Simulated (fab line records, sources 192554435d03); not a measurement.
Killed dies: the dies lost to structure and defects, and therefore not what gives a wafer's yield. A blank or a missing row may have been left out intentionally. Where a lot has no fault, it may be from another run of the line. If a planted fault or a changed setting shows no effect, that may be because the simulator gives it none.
What tool caused it?	flow n5-finfet	Sampling: 12 lots, 28 wafers, 5 of 1938 route steps

WHAT THE GAUGES SHOWED, per wafer
N5_BEOL_M9_INSPECT_58: inspects for defects (darkfield). Usual: 64 for raw-defect-count, sd 21.
lot	measured	on	raw-defect-count	flag
L554	day 9 22:38	defect-inspect-01	34 46 80	
L553	day 10 08:35	defect-inspect-02	51 51	
L555	day 10 09:04	defect-inspect-02	92 73	
L557	day 11 03:31	defect-inspect-02	57 60 71	
L560	day 11 17:41	defect-inspect-02	53 70	
L565	day 12 18:43	defect-inspect-02	56 49	
L567	day 13 06:53	defect-inspect-02	53 48	
L570	day 14 07:30	defect-inspect-02	56 59 68	
L569	day 14 11:55	defect-inspect-01	50 33	
L571	day 14 17:58	defect-inspect-02	95 82	
L573	day 15 13:20	defect-inspect-01	57 61	
L576	day 15 21:17	defect-inspect-02	73 71 42	

N5_BEOL_M10_THK_MEAS_01. Usual: M10_ILD_THK gives 268 nm (standard deviation 3.8).
lot	measured	on	M10_ILD_THK (nm)	flag
L554	day 9 23:16	film-metro-02	267 270 274	
L553	day 10 09:13	film-metro-02	267 268	
L555	day 10 10:11	film-metro-01	265 260	
L557	day 11 04:22	film-metro-02	266 269 271	
L560	day 11 18:19	film-metro-01	264 269	
L565	day 12 19:22	film-metro-01	268 303	OFF
L567	day 13 07:31	film-metro-01	264 299	OFF
L570	day 14 08:08	film-metro-01	273 266 269	
L569	day 14 12:33	film-metro-01	290 296	OFF
L571	day 14 18:35	film-metro-02	264 271	
L573	day 15 13:58	film-metro-02	265 266	
L576	day 15 21:55	film-metro-01	266 263 269	

EACH LOT AND THE TOOL THAT RAN IT (in order: tool; ch and the chambers of the sampled wafers; start)
lot	N5_BEOL_M9_SPUTTER_48	N5_BEOL_M9_DEP_56	N5_BEOL_M10_ILD_DEP_00
L554	pvd-sputter-03, day 9 21:40	pecvd-02 ch 0,1,2, day 9 22:32	pecvd-04 ch 0,1, day 9 22:41
L553	pvd-sputter-02, day 10 07:28	pecvd-01 ch 1,2, day 10 08:29	pecvd-02 ch 0,2, day 10 08:37
L555	pvd-sputter-02, day 10 08:01	pecvd-02 ch 0,2, day 10 08:58	pecvd-02 ch 0,1, day 10 09:07
L557	pvd-sputter-01, day 11 02:25	pecvd-02 ch 0,1,2, day 11 03:26	pecvd-04 ch 0,2, day 11 03:34
L560	pvd-sputter-01, day 11 16:42	pecvd-01 ch 0,2, day 11 17:35	pecvd-02 ch 0,1, day 11 17:43
L565	pvd-sputter-02, day 12 17:43	pecvd-01 ch 0,2, day 12 18:38	pecvd-02 ch 1,2, day 12 18:46
L567	pvd-sputter-02, day 13 05:54	pecvd-03 ch 0,1, day 13 06:47	pecvd-02 ch 1, day 13 06:55
L570	pvd-sputter-01, day 14 06:08	pecvd-02 ch 0,1,2, day 14 07:24	pecvd-03 ch 0,1,2, day 14 07:32
L569	pvd-sputter-01, day 14 10:47	pecvd-02 ch 0,1, day 14 11:49	pecvd-02 ch 0,2, day 14 11:58
L571	pvd-sputter-03, day 14 16:58	pecvd-01 ch 0,1, day 14 17:52	pecvd-04 ch 1,2, day 14 18:00
L573	pvd-sputter-03, day 15 11:47	pecvd-01 ch 0,1, day 15 13:14	pecvd-04 ch 0, day 15 13:23
L576	pvd-sputter-02, day 15 19:30	pecvd-02 ch 0,1,2, day 15 21:11	pecvd-03 ch 0,1, day 15 21:19
- N5_BEOL_M9_SPUTTER_48: material Cu, target thk 12 nm, time 2 s.
- N5_BEOL_M9_DEP_56: deposits SiCN from 3MS/NH3, target thk 15 nm, time 26.5 s.
- N5_BEOL_M10_ILD_DEP_00: deposits SiCOH lowk from DEMS/porogen, target thk 308.51 nm, time 58 s.

WHAT THE TOOLS THEMSELVES READ (means of the sampled wafers that have a number; where no wafer has one, the mark that the record gives instead)
N5_BEOL_M9_SPUTTER_48. Usual: cathode-dc-power-W 26000 W, standard deviation 5.2; substrate-temp-c -20.00 C, standard deviation 0.1; throttle-valve-pct 30.1 %, standard deviation 0.91.
lot	tool	cathode-dc-power-W (W)	substrate-temp-c (C)	throttle-valve-pct (%)	flag
L554	pvd-sputter-03	26002	-19.97	30.8	
L553	pvd-sputter-02	26001	-20.01	29.2	
L555	pvd-sputter-02	26004	-19.98	29.1	
L557	pvd-sputter-01	25996	-20.04	31.3	
L560	pvd-sputter-01	25998	-20.03	30.1	
L565	pvd-sputter-02	26002	-20.09	29.0	
L567	pvd-sputter-02	26002	-20.01	29.6	
L570	pvd-sputter-01	26008	-19.94	31.0	
L569	pvd-sputter-01	26003	-19.96	31.5	
L571	pvd-sputter-03	25997	-20.01	29.6	
L573	pvd-sputter-03	26002	-20.11	29.7	
L576	pvd-sputter-02	26001	-19.90	29.4	

N5_BEOL_M9_DEP_56. Usual: rf-fwd-power-W 199.5 W, standard deviation 1.1; showerhead-plenum-p-Torr 3.667 Torr, standard deviation 0.011; throttle-valve-pct 9.0 %, standard deviation 0.48.
lot	tool	rf-fwd-power-W (W)	showerhead-plenum-p-Torr (Torr)	throttle-valve-pct (%)	flag
L554	pecvd-02	199.9	3.658	9.4	
L553	pecvd-01	199.2	3.669	8.8	
L555	pecvd-02	199.9	3.660	9.2	
L557	pecvd-02	199.4	3.663	9.4	
L560	pecvd-01	199.3	3.662	8.6	
L565	pecvd-01	198.8	3.666	8.3	
L567	pecvd-03	198.4	3.664	9.4	
L570	pecvd-02	200.0	3.665	9.3	
L569	pecvd-02	200.1	3.664	9.5	
L571	pecvd-01	201.0	3.672	8.9	
L573	pecvd-01	200.6	3.664	8.9	
L576	pecvd-02	199.5	3.664	9.4	

N5_BEOL_M10_ILD_DEP_00. Usual: heater-power-outer-w 123 W, standard deviation 24; heater-power-w 277 W, standard deviation 39; rf-fwd-power-W 495.2 W, standard deviation 1.8; run-length-s 100.8 s, standard deviation 0.4; showerhead-plenum-p-Torr 5.740 Torr, standard deviation 0.016; throttle-valve-pct 14.1 %, standard deviation 0.51.
lot	tool	heater-power-outer-w (W)	heater-power-w (W)	rf-fwd-power-W (W)	run-length-s (s)	showerhead-plenum-p-Torr (Torr)	throttle-valve-pct (%)	flag
L554	pecvd-04	124	275	495.6	100.5	5.722	13.7	
L553	pecvd-02	132	290	495.3	101.1	5.736	14.1	
L555	pecvd-02	92	236	496.5	100.8	5.736	14.6	
L557	pecvd-04	102	245	496.6	101.3	5.739	13.8	
L560	pecvd-02	107	260	494.6	100.9	5.744	14.4	
L565	pecvd-02	122	261	495.4	104.2	5.744	14.3	OFF
L567	pecvd-02	116	256	495.8	104.0	5.734	14.4	OFF
L570	pecvd-03	153	333	494.5	100.6	5.742	13.9	
L569	pecvd-02	121	280	497.1	107.0	5.752	14.2	OFF
L571	pecvd-04	121	267	495.8	100.8	5.736	13.4	
L573	pecvd-04	128	288	496.4	100.9	5.727	13.8	
L576	pecvd-03	153	337	493.2	100.6	5.734	14.4	

THE ANSWER, worked out from the rows above alone
Rule: a lot counts as off when the mean over its wafers that have a number is more than 3 standard deviations away from the usual mean. A lot without any number at a reading at which 4 lots or more have one is off too. Any other lot the step has rows for is counted as sound. The gauges are gone through in route order, then the tools' own readings, and for those a lot's mean is taken as printed above. The first step at which some lot is off is used, and at that step the reading that is off furthest; a lot without a number counts as furthest.
Off: L565, L567, L569, seen at N5_BEOL_M10_THK_MEAS_01 (M10_ILD_THK).
A tool fits if, at a process step before that reading, it ran every lot that is off, and no sound lot after the first of them. The gauges at N5_BEOL_M10_THK_MEAS_01 aren't tried: what is off there is off at N5_BEOL_M10_ILD_DEP_00 too, on other tools, and a gauge's error can't cause that. One fits: pecvd-02 at N5_BEOL_M10_ILD_DEP_00. A fault onset in the window from L560 (day 11 17:43, its last sound lot) to L565 (day 12 18:46, its first lot off) fits.
On the lots that are off, the tool's own readings at N5_BEOL_M10_ILD_DEP_00 differ by more than 5 times the standard deviation of the sound lots' means, which bears it out; run-length-s reads 105.1 s there versus 100.8 s on the sound lots.

WHAT WAS PUT IN BY THE SIMULATOR
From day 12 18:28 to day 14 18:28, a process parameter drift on pecvd-02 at N5_BEOL_M10_ILD_DEP_00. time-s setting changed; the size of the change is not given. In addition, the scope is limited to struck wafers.
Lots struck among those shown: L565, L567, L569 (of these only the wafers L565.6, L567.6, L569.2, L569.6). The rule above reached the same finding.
